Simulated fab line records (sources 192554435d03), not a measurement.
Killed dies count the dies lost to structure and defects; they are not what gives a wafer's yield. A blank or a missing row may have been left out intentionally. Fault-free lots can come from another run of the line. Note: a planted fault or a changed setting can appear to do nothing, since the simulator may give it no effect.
The tool behind it: which one?	flow n5Finfet	57 wafers from 19 lots sampled at 4 of the route's 1938 steps

WHAT THE GAUGES READ, wafer by wafer
N5_MOL_CONTACT_COAG_CD_MEAS_84 targets a cd of 25.1 nm. Usual: cdNm at 25.13 nm, with a standard deviation of 0.23.
lot	measured	on	cdNm (nm)	flag
L075	day 5 09:40	cdSem-02	24.90 25.05 24.96	
L077	day 6 03:20	cdSem-01	24.96 24.93 24.64	
L078	day 6 03:37	cdSem-03	25.07 24.91 25.09	
L080	day 6 13:51	cdSem-02	25.24 25.36 25.30	
L081	day 6 20:07	cdSem-02	25.13 25.32 24.70	
L083	day 7 08:17	cdSem-02	25.19 25.54 25.41	
L084	day 7 14:13	cdSem-01	25.19 25.05 25.10	
L086	day 8 01:22	cdSem-03	25.56 24.86 25.36	
L085	day 8 06:48	cdSem-03	25.06 24.90 25.07	
L087	day 8 10:49	cdSem-01	25.49 25.32 25.13	
L088	day 8 15:26	cdSem-02	25.10 25.18 25.17	
L089	day 9 02:02	cdSem-02	24.97 25.00 25.05	
L090	day 9 02:05	cdSem-03	25.05 25.32 25.12	
L092	day 9 12:25	cdSem-01	25.59 25.51 25.01	
L093	day 9 22:49	cdSem-01	25.36 25.05 25.39	
L094	day 10 00:56	cdSem-03	25.13 25.35 25.11	
L095	day 10 08:09	cdSem-02	24.58 25.48 24.99	
L096	day 10 11:17	cdSem-02	24.88 24.87 25.23	
L097	day 10 21:24	cdSem-03	24.97 25.49 24.92	

TOOL THAT RAN EACH LOT (tool first, then ch and the chambers of the sampled wafers, then the start)
lot	N5_MOL_CONTACT_COAG_ETCH_105	N5_MOL_CONTACT_COAG_ETCH_106	N5_MOL_CONTACT_COAG_ALD_123
L075	rieDiel-03 ch 0,1,2, day 4 23:05	rieDiel-03 ch 0,1,2, day 4 23:07	aldSin-03 ch 2,3, day 5 08:42
L077	rieDiel-03 ch 1,3, day 5 15:05	rieDiel-03 ch 1,3, day 5 15:07	aldSin-04 ch 1,2,3, day 6 02:29
L078	rieDiel-02 ch 0,1,3, day 5 16:34	rieDiel-02 ch 0,1,3, day 5 16:35	aldSin-03 ch 0,2,3, day 6 02:39
L080	rieDiel-02 ch 2,3, day 6 04:38	rieDiel-02 ch 2,3, day 6 04:40	aldSin-03 ch 0,1,2, day 6 13:01
L081	rieDiel-04 ch 1,3, day 6 08:20	rieDiel-04 ch 1,3, day 6 08:22	aldSin-01 ch 1,2, day 6 19:16
L083	rieDiel-04 ch 1,2, day 6 23:23	rieDiel-04 ch 1,2, day 6 23:25	aldSin-04 ch 1,2,3, day 7 07:19
L084	rieDiel-04 ch 0,3, day 7 04:10	rieDiel-04 ch 0,3, day 7 04:11	aldSin-01 ch 0,1,3, day 7 13:22
L086	rieDiel-03 ch 0,2,3, day 7 15:53	rieDiel-03 ch 0,2,3, day 7 15:55	aldSin-03 ch 0,1,2, day 8 00:31
L085	rieDiel-03 ch 1,2,3, day 7 18:26	rieDiel-03 ch 1,2,3, day 7 18:28	aldSin-01 ch 1,2,3, day 8 05:57
L087	rieDiel-02 ch 1,2,3, day 8 00:04	rieDiel-02 ch 1,2,3, day 8 00:05	aldSin-01 ch 0,3, day 8 09:58
L088	rieDiel-03 ch 0,1,2, day 8 03:25	rieDiel-03 ch 0,1,2, day 8 03:27	aldSin-03 ch 0,3, day 8 14:35
L089	rieDiel-02 ch 0,1,3, day 8 16:02	rieDiel-02 ch 0,1,3, day 8 16:04	aldSin-04 ch 0,1,3, day 9 01:11
L090	rieDiel-03 ch 0,1,2, day 8 16:14	rieDiel-03 ch 0,1,2, day 8 16:16	aldSin-01 ch 0,1,2, day 9 01:13
L092	rieDiel-03 ch 1,2,3, day 9 03:12	rieDiel-03 ch 1,2,3, day 9 03:14	aldSin-04 ch 0,1,2, day 9 11:34
L093	rieDiel-02 ch 0,2,3, day 9 12:05	rieDiel-02 ch 0,2,3, day 9 12:07	aldSin-01 ch 0,1,2, day 9 21:58
L094	rieDiel-03 ch 0,3, day 9 13:15	rieDiel-03 ch 0,3, day 9 13:17	aldSin-04 ch 0,1,2, day 10 00:04
L095	rieDiel-04 ch 0,2,3, day 9 21:14	rieDiel-04 ch 0,2,3, day 9 21:16	aldSin-04 ch 0,1,2, day 10 07:18
L096	rieDiel-03 ch 0,1,2, day 10 03:05	rieDiel-03 ch 0,1,2, day 10 03:07	aldSin-01 ch 0,1,3, day 10 10:25
L097	rieDiel-02 ch 2,3, day 10 09:40	rieDiel-02 ch 2,3, day 10 09:41	aldSin-03 ch 0,2,3, day 10 20:34
- N5_MOL_CONTACT_COAG_ETCH_105: etches SiARC in CF4, target depth 15.6 nm, time 26 s.
- N5_MOL_CONTACT_COAG_ETCH_106: etches SOC in N2/H2, target depth 80 nm, overetch 16 nm, time 120 s.
- N5_MOL_CONTACT_COAG_ALD_123: deposits SiNx, target thk 5 nm, pulse time 1 s, purge time 2 s.

WHAT THE TOOLS THEMSELVES READ (means of the sampled wafers that have a number; where no wafer has one, the mark that the record gives instead)
N5_MOL_CONTACT_COAG_ETCH_105. Usual: for chamberPressureMTorr, 40.00 mTorr with a standard deviation of 0.036; for drypumpMotorCurrentA, 6.0 A with a standard deviation of 0.33; for etchRfOnTimeS, 26.1 s with a standard deviation of 0.58; for oesProductAu, 0.66 a.u. with a standard deviation of 0.07; for rfVppV, 184.4 V with a standard deviation of 1; for showerheadPlenumPTorr, 2.17 Torr with a standard deviation of 0.062; for throttleValvePct, 15.56 % with a standard deviation of 0.21.
lot	tool	chamberPressureMTorr (mTorr)	drypumpMotorCurrentA (A)	etchRfOnTimeS (s)	oesProductAu (a.u.)	rfVppV (V)	showerheadPlenumPTorr (Torr)	throttleValvePct (%)	flag
L075	rieDiel-03	40.03	6.1	26.6	0.63	186.0	2.22	15.63	
L077	rieDiel-03	39.97	6.1	26.9	0.62	185.1	2.22	15.63	
L078	rieDiel-02	40.01	5.8	26.0	0.65	183.9	2.11	15.57	
L080	rieDiel-02	40.02	6.1	25.7	0.63	184.1	2.16	15.48	
L081	rieDiel-04	39.99	5.7	25.9	0.70	184.0	2.10	15.66	
L083	rieDiel-04	39.98	6.3	26.1	0.67	183.8	2.12	15.71	
L084	rieDiel-04	40.03	5.7	25.2	0.82	184.0	2.10	15.31	
L086	rieDiel-03	40.01	6.1	25.8	0.67	185.0	2.24	15.47	
L085	rieDiel-03	40.02	6.1	26.4	0.71	185.2	2.22	15.36	
L087	rieDiel-02	39.98	5.8	25.7	0.64	183.8	2.14	15.53	
L088	rieDiel-03	39.99	6.1	26.2	0.68	184.8	2.21	15.51	
L089	rieDiel-02	40.00	5.8	25.8	0.64	182.9	2.10	15.62	
L090	rieDiel-03	39.98	6.1	26.4	0.68	185.3	2.21	15.53	
L092	rieDiel-03	40.00	6.1	26.3	0.70	184.5	2.22	15.38	
L093	rieDiel-02	39.99	5.9	26.1	0.60	183.9	2.15	15.69	
L094	rieDiel-03	40.01	6.2	25.5	0.69	185.4	2.24	15.41	
L095	rieDiel-04	40.03	5.9	25.9	0.71	183.8	2.11	15.53	
L096	rieDiel-03	39.98	6.1	26.2	0.67	185.2	2.21	15.54	
L097	rieDiel-02	39.96	6.1	25.9	0.61	183.5	2.15	15.55	

N5_MOL_CONTACT_COAG_ETCH_106. Usual: for chamberPressureMTorr, 29.999 mTorr with a standard deviation of 0.026; for drypumpMotorCurrentA, 6.0 A with a standard deviation of 0.33; for h2FlowSccm, 200.2 sccm with a standard deviation of 0.57; for oesProductAu, 0.70 a.u. with a standard deviation of 0.069; for rfVppV, 524.7 V with a standard deviation of 2.2; for showerheadPlenumPTorr, 2.58 Torr with a standard deviation of 0.077; for throttleValvePct, 17.79 % with a standard deviation of 0.24.
lot	tool	chamberPressureMTorr (mTorr)	drypumpMotorCurrentA (A)	h2FlowSccm (sccm)	oesProductAu (a.u.)	rfVppV (V)	showerheadPlenumPTorr (Torr)	throttleValvePct (%)	flag
L075	rieDiel-03	30.013	6.1	200.9	0.66	526.5	2.64	17.86	
L077	rieDiel-03	29.992	6.1	200.3	0.66	526.6	2.63	17.80	
L078	rieDiel-02	30.004	5.8	199.7	0.69	523.0	2.50	17.72	
L080	rieDiel-02	29.988	6.1	200.6	0.66	523.4	2.57	17.71	
L081	rieDiel-04	29.990	5.7	200.4	0.73	522.8	2.50	17.98	
L083	rieDiel-04	30.011	6.3	200.3	0.70	523.2	2.52	18.00	
L084	rieDiel-04	29.997	5.7	200.3	0.84	523.2	2.49	17.46	
L086	rieDiel-03	30.002	6.1	200.7	0.70	526.3	2.66	17.69	
L085	rieDiel-03	29.960	6.0	200.4	0.74	526.2	2.64	17.57	
L087	rieDiel-02	30.012	5.8	199.9	0.67	524.1	2.54	17.79	
L088	rieDiel-03	29.997	6.1	200.4	0.73	526.2	2.63	17.76	
L089	rieDiel-02	30.020	5.8	200.2	0.67	521.9	2.49	17.77	
L090	rieDiel-03	29.999	6.1	200.6	0.72	525.5	2.63	17.77	
L092	rieDiel-03	30.006	6.1	200.2	0.73	526.9	2.64	17.58	
L093	rieDiel-02	29.992	5.9	200.3	0.64	523.3	2.55	17.92	
L094	rieDiel-03	30.015	6.2	200.2	0.72	527.3	2.67	17.65	
L095	rieDiel-04	30.020	5.9	199.8	0.74	522.5	2.50	17.74	
L096	rieDiel-03	30.023	6.1	200.1	0.71	525.6	2.62	17.79	
L097	rieDiel-02	30.024	6.1	200.4	0.63	524.1	2.56	17.78	

N5_MOL_CONTACT_COAG_ALD_123. Usual: chamberPressureTorr 2.000 Torr, standard deviation 0.0048; heaterPowerW 839 W, standard deviation 94; precursorPulseHeightRel 1.001, standard deviation 0.022.
lot	tool	chamberPressureTorr (Torr)	heaterPowerW (W)	precursorPulseHeightRel	flag
L075	aldSin-03	2.005	808	1.010	
L077	aldSin-04	1.992	894	1.012	
L078	aldSin-03	2.003	850	0.993	
L080	aldSin-03	2.000	838	1.008	
L081	aldSin-01	1.996	789	1.005	
L083	aldSin-04	2.000	908	1.007	
L084	aldSin-01	2.000	759	1.023	
L086	aldSin-03	1.998	848	0.975	
L085	aldSin-01	2.003	857	1.011	
L087	aldSin-01	2.003	807	1.038	
L088	aldSin-03	1.999	852	1.002	
L089	aldSin-04	1.999	918	1.021	
L090	aldSin-01	2.002	830	0.989	
L092	aldSin-04	2.004	834	1.011	
L093	aldSin-01	2.002	820	1.009	
L094	aldSin-04	2.002	834	0.984	
L095	aldSin-04	2.001	833	1.008	
L096	aldSin-01	1.999	760	1.003	
L097	aldSin-03	1.999	852	0.996	

THE ANSWER, worked out from the rows above alone
Rule: a lot is off if the mean of its wafers that have a number lies more than 3 standard deviations from the usual mean. Also off: a lot with no number at a reading for which 4 or more lots have one. Any other lot the step has rows for is counted as sound. The gauges are gone through in route order, then the tools' own readings, and for those a lot's mean is taken as printed above. At the first step where some lot is off, the reading lying furthest off is the one used; lots without a number count as furthest.
Across all readings shown, no lot is off: no conclusion can be drawn from this.

WHAT THE SIMULATOR HAD INSERTED
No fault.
